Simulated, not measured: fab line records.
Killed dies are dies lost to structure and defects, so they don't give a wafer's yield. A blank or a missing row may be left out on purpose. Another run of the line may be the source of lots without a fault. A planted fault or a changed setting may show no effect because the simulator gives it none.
Chamber matching :: flow nand_harc :: rie_diel-07 running NHARC_A_CONTACT_ETCH_110: 4 sister chambers
The step etches the open film in CF4/O2, target depth 60 nm, overetch 6 nm, time 33 s. 16 wafers are shown with their chamber, then 8 later ones without.

## WAFERS, EACH WITH ITS CHAMBER
wafer: L074.1
chamber: 3
drypump_motor_current_A (A): 5.9
oes_product_au (a.u.): 1.008
showerhead_plenum_p_Torr (Torr): 1.40

wafer: L074.5
chamber: 0
drypump_motor_current_A (A): 5.9
oes_product_au (a.u.): 0.983
showerhead_plenum_p_Torr (Torr): 1.42

wafer: L074.6
chamber: 3
drypump_motor_current_A (A): 5.8
oes_product_au (a.u.): 1.005
showerhead_plenum_p_Torr (Torr): 1.40

wafer: L075.1
chamber: 1
drypump_motor_current_A (A): 5.4
oes_product_au (a.u.): 0.996
showerhead_plenum_p_Torr (Torr): 1.24

wafer: L075.2
chamber: 3
drypump_motor_current_A (A): 5.8
oes_product_au (a.u.): 0.991
showerhead_plenum_p_Torr (Torr): 1.40

wafer: L075.6
chamber: 2
drypump_motor_current_A (A): 5.9
oes_product_au (a.u.): 0.999
showerhead_plenum_p_Torr (Torr): 1.37

wafer: L082.1
chamber: 1
drypump_motor_current_A (A): 5.4
oes_product_au (a.u.): 1.006
showerhead_plenum_p_Torr (Torr): 1.23

wafer: L082.2
chamber: 0
drypump_motor_current_A (A): 5.9
oes_product_au (a.u.): 0.981
showerhead_plenum_p_Torr (Torr): 1.41

wafer: L082.6
chamber: 2
drypump_motor_current_A (A): 5.9
oes_product_au (a.u.): 1.002
showerhead_plenum_p_Torr (Torr): 1.36

wafer: L085.2
chamber: 2
drypump_motor_current_A (A): 5.9
oes_product_au (a.u.): 0.999
showerhead_plenum_p_Torr (Torr): 1.36

wafer: L085.5
chamber: 0
drypump_motor_current_A (A): 5.9
oes_product_au (a.u.): 0.976
showerhead_plenum_p_Torr (Torr): 1.41

wafer: L085.6
chamber: 3
drypump_motor_current_A (A): 5.8
oes_product_au (a.u.): 1.012
showerhead_plenum_p_Torr (Torr): 1.39

wafer: L086.3
chamber: 3
drypump_motor_current_A (A): 5.9
oes_product_au (a.u.): 1.024
showerhead_plenum_p_Torr (Torr): 1.39

wafer: L086.4
chamber: 0
drypump_motor_current_A (A): 5.9
oes_product_au (a.u.): 0.981
showerhead_plenum_p_Torr (Torr): 1.41

wafer: L086.5
chamber: 3
drypump_motor_current_A (A): 5.8
oes_product_au (a.u.): 1.021
showerhead_plenum_p_Torr (Torr): 1.39

wafer: L091.1
chamber: 1
drypump_motor_current_A (A): 5.4
oes_product_au (a.u.): 0.987
showerhead_plenum_p_Torr (Torr): 1.45

SIGNATURES (averages over the wafers above)
reading: drypump_motor_current_A
chamber 0: 5.900
chamber 1: 5.400
chamber 2: 5.900
chamber 3: 5.833
scatter within a chamber: 0.0333

reading: oes_product_au
chamber 0: 0.98025
chamber 1: 0.99633
chamber 2: 1.00000
chamber 3: 1.01017
scatter within a chamber: 0.00878

reading: showerhead_plenum_p_Torr
chamber 0: 1.4125
chamber 1: 1.3067
chamber 2: 1.3633
chamber 3: 1.3950
scatter within a chamber: 0.051
Rule: for a wafer and a chamber, the distance is found by dividing, reading by reading, the gap between the wafer's reading and the chamber's mean by the reading's scatter, squaring, summing and taking the root. If the next closest chamber is less than 2 further off than the closest, the wafer can't be placed; otherwise it belongs to the closest. The scatter: the root of (the sum of the squares of (reading less its chamber's mean) over the shown wafers, divided by (wafers less chambers)).

## WAFERS WHOSE CHAMBER IS MISSING
wafer: L091.2
drypump_motor_current_A (A): 5.9
oes_product_au (a.u.): 1.007
showerhead_plenum_p_Torr (Torr): 1.36

wafer: L091.5
drypump_motor_current_A (A): 5.8
oes_product_au (a.u.): 0.991
showerhead_plenum_p_Torr (Torr): 1.39

wafer: L095.1
drypump_motor_current_A (A): 5.9
oes_product_au (a.u.): 0.972
showerhead_plenum_p_Torr (Torr): 1.40

wafer: L095.3
drypump_motor_current_A (A): 5.4
oes_product_au (a.u.): 0.993
showerhead_plenum_p_Torr (Torr): 1.44

wafer: L095.6
drypump_motor_current_A (A): 5.9
oes_product_au (a.u.): 1.005
showerhead_plenum_p_Torr (Torr): 1.35

wafer: L096.2
drypump_motor_current_A (A): 5.9
oes_product_au (a.u.): 1.007
showerhead_plenum_p_Torr (Torr): 1.35

wafer: L096.4
drypump_motor_current_A (A): 5.8
oes_product_au (a.u.): 1.000
showerhead_plenum_p_Torr (Torr): 1.39

wafer: L096.6
drypump_motor_current_A (A): 5.9
oes_product_au (a.u.): 1.019
showerhead_plenum_p_Torr (Torr): 1.35

## THE CHAMBER EACH PASSED THROUGH
wafer: L091.2
from the rows above: can't be placed: 2 or 3
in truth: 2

wafer: L091.5
from the rows above: can't be placed: 3 or 2 or 0
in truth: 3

wafer: L095.1
from the rows above: 0
in truth: 0

wafer: L095.3
from the rows above: 1
in truth: 1

wafer: L095.6
from the rows above: can't be placed: 2 or 3
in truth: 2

wafer: L096.2
from the rows above: can't be placed: 2 or 3
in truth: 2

wafer: L096.4
from the rows above: can't be placed: 3 or 2
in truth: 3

wafer: L096.6
from the rows above: can't be placed: 2 or 3
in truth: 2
Correct placement for 2 of the 8. Unplaceable from these rows: 6, with the true chamber sitting among the candidates in 6. 0 placed wrongly.
